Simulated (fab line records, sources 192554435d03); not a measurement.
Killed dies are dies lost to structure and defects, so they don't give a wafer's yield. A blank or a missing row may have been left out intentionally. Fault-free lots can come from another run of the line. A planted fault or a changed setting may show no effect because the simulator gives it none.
Chamber matching | flow n5 finfet | N5_BEOL_M3_DEP_57 on pecvd-02: 3 sister chambers
The step deposits SiCN from 3MS/NH3, target thk 8 nm, time 14 s. 16 wafers are shown with their chamber, then 8 later ones without.

== WAFERS, EACH WITH ITS CHAMBER ==
wafer  | chamber | throttle valve pct (%) | showerhead plenum p Torr (Torr) | chamber pressure Torr (Torr)
L076.4 | 2       | 8.5                    | 3.647                           | 3.011
L076.5 | 0       | 8.5                    | 3.661                           | 3.010
L076.6 | 1       | 10.2                   | 3.684                           | 2.996
L078.1 | 2       | 8.5                    | 3.641                           | 2.999
L078.5 | 2       | 8.4                    | 3.643                           | 2.991
L078.6 | 0       | 8.3                    | 3.675                           | 3.003
L081.2 | 0       | 8.8                    | 3.664                           | 2.997
L081.3 | 2       | 8.6                    | 3.644                           | 2.999
L081.6 | 2       | 8.4                    | 3.650                           | 2.999
L084.2 | 1       | 10.2                   | 3.699                           | 2.995
L084.3 | 0       | 8.4                    | 3.660                           | 3.006
L084.5 | 0       | 8.7                    | 3.667                           | 3.012
L085.1 | 2       | 8.3                    | 3.650                           | 2.997
L085.4 | 2       | 8.4                    | 3.650                           | 3.003
L085.5 | 1       | 10.4                   | 3.696                           | 3.009
L092.1 | 2       | 8.6                    | 3.648                           | 2.993

SIGNATURES (means of the wafers above)
reading                  | chamber 0 | chamber 1 | chamber 2 | scatter within a chamber
throttle valve pct       | 8.540     | 10.267    | 8.463     | 0.146
showerhead plenum p Torr | 3.66540   | 3.69300   | 3.64662   | 0.00526
chamber pressure Torr    | 3.00560   | 3.00000   | 2.99900   | 0.00637
Rule: distance of a wafer from a chamber = root of the sum over the readings of ((wafer's reading minus chamber's mean) / reading's scatter) squared. The wafer belongs to the nearest chamber; if the next one is less than 2 further off, it can't be placed. How the scatter is found: for the shown wafers, subtract from each reading the mean of its chamber, square and add these, divide the total by (wafers less chambers), then take the root.

== WAFERS MISSING THEIR CHAMBER ==
wafer  | throttle valve pct (%) | showerhead plenum p Torr (Torr) | chamber pressure Torr (Torr)
L092.2 | 10.3                   | 3.696                           | 2.989
L092.3 | 8.6                    | 3.661                           | 2.998
L093.2 | 8.7                    | 3.665                           | 3.007
L093.4 | 8.5                    | 3.649                           | 3.003
L093.5 | 8.5                    | 3.673                           | 3.010
L096.2 | 8.3                    | 3.674                           | 2.994
L096.4 | 8.4                    | 3.649                           | 3.003
L096.5 | 10.2                   | 3.701                           | 2.991

== EACH ONE'S CHAMBER ==
wafer  | from the rows above     | in truth
L092.2 | 1                       | 1
L092.3 | can't be placed: 0 or 2 | 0
L093.2 | 0                       | 0
L093.4 | 2                       | 2
L093.5 | 0                       | 0
L096.2 | 0                       | 0
L096.4 | 2                       | 2
L096.5 | 1                       | 1
Correctly placed: 7 of 8. Can't be placed from these rows: 1 (the true chamber is among the candidates in 1). Number placed wrongly: 0.
